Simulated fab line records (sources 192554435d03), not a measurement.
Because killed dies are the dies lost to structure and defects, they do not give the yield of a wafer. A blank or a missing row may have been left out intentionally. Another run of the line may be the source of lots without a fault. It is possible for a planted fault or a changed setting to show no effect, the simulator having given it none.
Chamber matching || flow n5_finfet || 4 sister chambers for N5_BEOL_M15_VIA_ETCH_16 on rie_diel-03
The step etches SiO2 in C4F8/O2/Ar, target depth 1792.2 nm. 4 wafers are shown with their chamber, then 10 later ones without.

WAFERS WITH THEIR CHAMBER
{"wafer": "L087.4", "chamber": 3, "rf_vpp_V (V)": 2233}
{"wafer": "L090.1", "chamber": 0, "rf_vpp_V (V)": 2210}
{"wafer": "L093.1", "chamber": 1, "rf_vpp_V (V)": 2218}
{"wafer": "L093.2", "chamber": 2, "rf_vpp_V (V)": 2243}

WAFERS MISSING THEIR CHAMBER
{"wafer": "L093.4", "rf_vpp_V (V)": 2210}
{"wafer": "L095.2", "rf_vpp_V (V)": 2218}
{"wafer": "L095.4", "rf_vpp_V (V)": 2234}
{"wafer": "L095.6", "rf_vpp_V (V)": 2208}
{"wafer": "L094.2", "rf_vpp_V (V)": 2218}
{"wafer": "L094.5", "rf_vpp_V (V)": 2210}
{"wafer": "L094.6", "rf_vpp_V (V)": 2217}
{"wafer": "L097.1", "rf_vpp_V (V)": 2231}
{"wafer": "L097.2", "rf_vpp_V (V)": 2243}
{"wafer": "L097.5", "rf_vpp_V (V)": 2243}

EACH ONE'S CHAMBER
{"wafer": "L093.4", "from the rows above": 0, "in truth": 0}
{"wafer": "L095.2", "from the rows above": 1, "in truth": 1}
{"wafer": "L095.4", "from the rows above": 3, "in truth": 3}
{"wafer": "L095.6", "from the rows above": 0, "in truth": 0}
{"wafer": "L094.2", "from the rows above": 1, "in truth": 1}
{"wafer": "L094.5", "from the rows above": 0, "in truth": 0}
{"wafer": "L094.6", "from the rows above": 1, "in truth": 1}
{"wafer": "L097.1", "from the rows above": 3, "in truth": 3}
{"wafer": "L097.2", "from the rows above": 2, "in truth": 2}
{"wafer": "L097.5", "from the rows above": 2, "in truth": 2}
Correctly placed: 10 of 10. Not placeable from these rows: 0. 0 placed wrongly.
How it was worked out, from the rows above alone: a wafer's distance from a chamber is the root of the sum, over the readings, of the square of ((its reading less the chamber's mean) divided by the reading's scatter). The wafer belongs to the nearest chamber; if the next one is less than 2 further off, it can't be placed. A chamber's mean is the mean of its shown wafers. The scatter: root of mean squared gap, hidden wafer to nearest shown wafer, with one shown wafer a chamber.
